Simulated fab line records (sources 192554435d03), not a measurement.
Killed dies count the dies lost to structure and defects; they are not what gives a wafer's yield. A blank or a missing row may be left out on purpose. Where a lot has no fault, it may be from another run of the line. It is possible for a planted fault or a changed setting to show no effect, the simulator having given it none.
Chamber matching :: flow n5-finfet :: N5_BEOL_M6_CURE_74 on uv-cure-03 has 3 sister chambers
The step cures SiCOH lowk, time 240 s. 16 wafers are shown with their chamber, then 8 later ones without.

EACH WAFER AND ITS CHAMBER
wafer: L080.1
chamber: 0
wafer_temp_C_max: 385.9
lamp-power-pct (%): 52.29

wafer: L080.2
chamber: 0
wafer_temp_C_max: 386.4
lamp-power-pct (%): 52.39

wafer: L080.6
chamber: 0
wafer_temp_C_max: 385.8
lamp-power-pct (%): 52.30

wafer: L085.2
chamber: 1
wafer_temp_C_max: 387.3
lamp-power-pct (%): 52.29

wafer: L085.4
chamber: 1
wafer_temp_C_max: 387.5
lamp-power-pct (%): 52.30

wafer: L085.5
chamber: 1
wafer_temp_C_max: 386.9
lamp-power-pct (%): 52.35

wafer: L086.2
chamber: 2
wafer_temp_C_max: 387.2
lamp-power-pct (%): 52.36

wafer: L086.4
chamber: 2
wafer_temp_C_max: 387.3
lamp-power-pct (%): 52.35

wafer: L086.6
chamber: 2
wafer_temp_C_max: 387.0
lamp-power-pct (%): 52.41

wafer: L089.1
chamber: 1
wafer_temp_C_max: 386.9
lamp-power-pct (%): 52.33

wafer: L089.3
chamber: 1
wafer_temp_C_max: 387.0
lamp-power-pct (%): 52.30

wafer: L089.4
chamber: 1
wafer_temp_C_max: 387.3
lamp-power-pct (%): 52.33

wafer: L090.1
chamber: 0
wafer_temp_C_max: 386.1
lamp-power-pct (%): 52.32

wafer: L090.2
chamber: 0
wafer_temp_C_max: 386.7
lamp-power-pct (%): 52.32

wafer: L090.3
chamber: 0
wafer_temp_C_max: 386.3
lamp-power-pct (%): 52.23

wafer: L092.1
chamber: 2
wafer_temp_C_max: 386.6
lamp-power-pct (%): 52.30

SIGNATURES (means of the wafers above)
reading: wafer_temp_C_max
chamber 0: 386.200
chamber 1: 387.150
chamber 2: 387.025
scatter within a chamber: 0.299

reading: lamp-power-pct
chamber 0: 52.3083
chamber 1: 52.3167
chamber 2: 52.3550
scatter within a chamber: 0.0414
Rule: a wafer lies at a distance from a chamber equal to the root of the sum of squares, over the readings, of (its reading less the chamber's mean, divided by the reading's scatter). If the next closest chamber is less than 2 further off than the closest, the wafer can't be placed; otherwise it belongs to the closest. The scatter: the root of (the sum of the squares of (reading less its chamber's mean) over the shown wafers, divided by (wafers less chambers)).

WAFERS MISSING THEIR CHAMBER
wafer: L092.4
wafer_temp_C_max: 387.4
lamp-power-pct (%): 52.36

wafer: L092.5
wafer_temp_C_max: 387.5
lamp-power-pct (%): 52.20

wafer: L091.1
wafer_temp_C_max: 386.0
lamp-power-pct (%): 52.37

wafer: L091.2
wafer_temp_C_max: 386.0
lamp-power-pct (%): 52.26

wafer: L091.5
wafer_temp_C_max: 386.0
lamp-power-pct (%): 52.36

wafer: L093.1
wafer_temp_C_max: 386.5
lamp-power-pct (%): 52.33

wafer: L093.2
wafer_temp_C_max: 387.5
lamp-power-pct (%): 52.36

wafer: L093.5
wafer_temp_C_max: 387.8
lamp-power-pct (%): 52.28

WHICH CHAMBER EACH WENT THROUGH
wafer: L092.4
from the rows above: can't be placed: 2 or 1
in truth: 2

wafer: L092.5
from the rows above: can't be placed: 1 or 2
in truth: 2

wafer: L091.1
from the rows above: can't be placed: 0 or 2
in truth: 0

wafer: L091.2
from the rows above: 0
in truth: 0

wafer: L091.5
from the rows above: 0
in truth: 0

wafer: L093.1
from the rows above: can't be placed: 0 or 2 or 1
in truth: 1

wafer: L093.2
from the rows above: can't be placed: 1 or 2
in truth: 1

wafer: L093.5
from the rows above: can't be placed: 1 or 2
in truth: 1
Placed correctly: 2 of 8. These rows do not allow placing 6 (true chamber among the candidates in 6). Wrongly placed: 0.
